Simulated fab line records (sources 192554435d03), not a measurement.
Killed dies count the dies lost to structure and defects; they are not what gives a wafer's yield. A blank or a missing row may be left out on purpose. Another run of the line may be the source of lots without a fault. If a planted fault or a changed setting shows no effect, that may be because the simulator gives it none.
Matching of chambers + flow n5Finfet + 4 sister chambers for N5_MOL_CONTACT_COAG_CMP_23 on cmp-02
The step polishes, stops on SiO2, t overpolish 1.5 s, target thk 0 nm. 8 wafers are shown with their chamber, then 9 later ones without.

== EACH WAFER AND ITS CHAMBER ==
| wafer  | chamber | motorCurrentA (A) | timeToEndpointS (s) |
|--------|---------|-------------------|---------------------|
| L081.1 | 0       | 10.0              | 7.6                 |
| L089.4 | 0       | 9.5               | 6.6                 |
| L089.6 | 3       | 7.7               | 9.9                 |
| L091.5 | 2       | 9.4               | 10.6                |
| L091.6 | 1       | 7.8               | 9.4                 |
| L092.1 | 1       | 7.8               | 12.2                |
| L092.2 | 2       | 9.2               | 10.6                |
| L092.4 | 3       | 7.5               | 8.3                 |

== WAFERS WITHOUT THEIR CHAMBER ==
| wafer  | motorCurrentA (A) | timeToEndpointS (s) |
|--------|-------------------|---------------------|
| L093.1 | 7.7               | 10.2                |
| L093.3 | 9.1               | 8.2                 |
| L093.4 | 9.2               | 11.4                |
| L095.2 | 9.2               | 11.4                |
| L095.4 | 9.6               | 7.5                 |
| L095.5 | 9.2               | 7.5                 |
| L094.1 | 8.2               | 11.3                |
| L094.3 | 9.6               | 10.7                |
| L094.6 | 9.7               | 7.4                 |

== WHICH CHAMBER EACH WENT THROUGH ==
| wafer  | from the rows above     | in truth |
|--------|-------------------------|----------|
| L093.1 | can't be placed: 1 or 3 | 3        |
| L093.3 | can't be placed: 2 or 0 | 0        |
| L093.4 | 2                       | 2        |
| L095.2 | 2                       | 2        |
| L095.4 | 0                       | 0        |
| L095.5 | can't be placed: 2 or 0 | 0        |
| L094.1 | can't be placed: 1 or 3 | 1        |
| L094.3 | can't be placed: 2 or 0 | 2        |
| L094.6 | 0                       | 0        |
Correct placement for 4 of the 9. These rows do not allow placing 5 (true chamber among the candidates in 5). Placed wrongly: 0.
How it was worked out, from the rows above alone: a wafer's distance from a chamber is the root of the sum, over the readings, of the square of ((its reading less the chamber's mean) divided by the reading's scatter). If the next closest chamber is less than 2 further off than the closest, the wafer can't be placed; otherwise it belongs to the closest. For every chamber, the mean is computed from those of its wafers that are shown. How the scatter is found: for the shown wafers, subtract from each reading the mean of its chamber, square and add these, divide the total by (wafers less chambers), then take the root.
